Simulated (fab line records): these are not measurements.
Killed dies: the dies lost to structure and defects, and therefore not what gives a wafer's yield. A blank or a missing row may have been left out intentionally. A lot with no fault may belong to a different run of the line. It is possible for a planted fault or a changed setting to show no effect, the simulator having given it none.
Matching of chambers    flow n5_finfet    rie_diel-06 running N5_SDB_ETCH_18: 4 sister chambers
The step etches SOC in N2/H2, target depth 100 nm, overetch 20 nm, time 150 s. 24 wafers are shown with their chamber, then 11 later ones without.

EACH WAFER AND ITS CHAMBER
wafer   chamber  showerhead_plenum_p_Torr (Torr)  drypump_motor_current_A (A)  throttle_valve_pct (%)
L075.2  0        2.67                             5.8                          17.95
L075.3  1        2.55                             5.4                          18.13
L075.4  3        2.44                             5.2                          17.56
L076.1  2        2.41                             6.3                          18.06
L076.2  1        2.54                             5.5                          18.14
L076.5  3        2.44                             5.2                          17.56
L078.2  3        2.44                             5.2                          17.59
L078.3  1        2.54                             5.5                          18.15
L078.6  1        2.54                             5.5                          18.15
L081.1  0        2.66                             5.8                          17.95
L081.3  1        2.54                             5.4                          18.17
L081.6  3        2.43                             5.2                          17.59
L082.2  3        2.43                             5.3                          17.59
L082.3  2        2.41                             6.2                          18.06
L082.5  0        2.66                             5.8                          17.95
L084.2  2        2.41                             6.3                          18.08
L084.3  1        2.54                             5.4                          18.20
L084.6  2        2.41                             6.3                          18.06
L087.3  0        2.66                             5.8                          17.99
L087.4  1        2.53                             5.4                          18.18
L087.5  0        2.66                             5.8                          17.99
L090.3  2        2.40                             6.3                          18.12
L090.4  1        2.53                             5.4                          18.19
L090.5  3        2.43                             5.2                          17.59

SIGNATURES (averages over the wafers above)
reading                   chamber 0  chamber 1  chamber 2  chamber 3  scatter within a chamber
showerhead_plenum_p_Torr  2.6620     2.5387     2.4080     2.4350     0.00547
drypump_motor_current_A   5.800      5.438      6.280      5.217      0.0419
throttle_valve_pct        17.9660    18.1638    18.0760    17.5800    0.0226
Rule: a wafer's distance from a chamber is the root of the sum, over the readings, of the square of ((its reading less the chamber's mean) divided by the reading's scatter). If the next closest chamber is less than 2 further off than the closest, the wafer can't be placed; otherwise it belongs to the closest. The scatter: the root of (the sum of the squares of (reading less its chamber's mean) over the shown wafers, divided by (wafers less chambers)).

WAFERS WHOSE CHAMBER IS MISSING
wafer   showerhead_plenum_p_Torr (Torr)  drypump_motor_current_A (A)  throttle_valve_pct (%)
L092.1  2.43                             5.2                          17.58
L092.2  2.53                             5.5                          18.20
L092.5  2.53                             5.4                          18.20
L093.1  2.65                             5.8                          18.02
L093.2  2.53                             5.4                          18.21
L093.5  2.65                             5.8                          18.00
L094.1  2.53                             5.5                          18.20
L094.2  2.43                             5.2                          17.62
L094.4  2.65                             5.8                          18.01
L097.1  2.52                             5.5                          18.22
L097.4  2.42                             5.2                          17.63

WHICH CHAMBER EACH WENT THROUGH
wafer   from the rows above  in truth
L092.1  3                    3
L092.2  1                    1
L092.5  1                    1
L093.1  0                    0
L093.2  1                    1
L093.5  0                    0
L094.1  1                    1
L094.2  3                    3
L094.4  0                    0
L097.1  1                    1
L097.4  3                    3
Correct placement for 11 of the 11. From these rows, 0 cannot be placed. Number placed wrongly: 0.
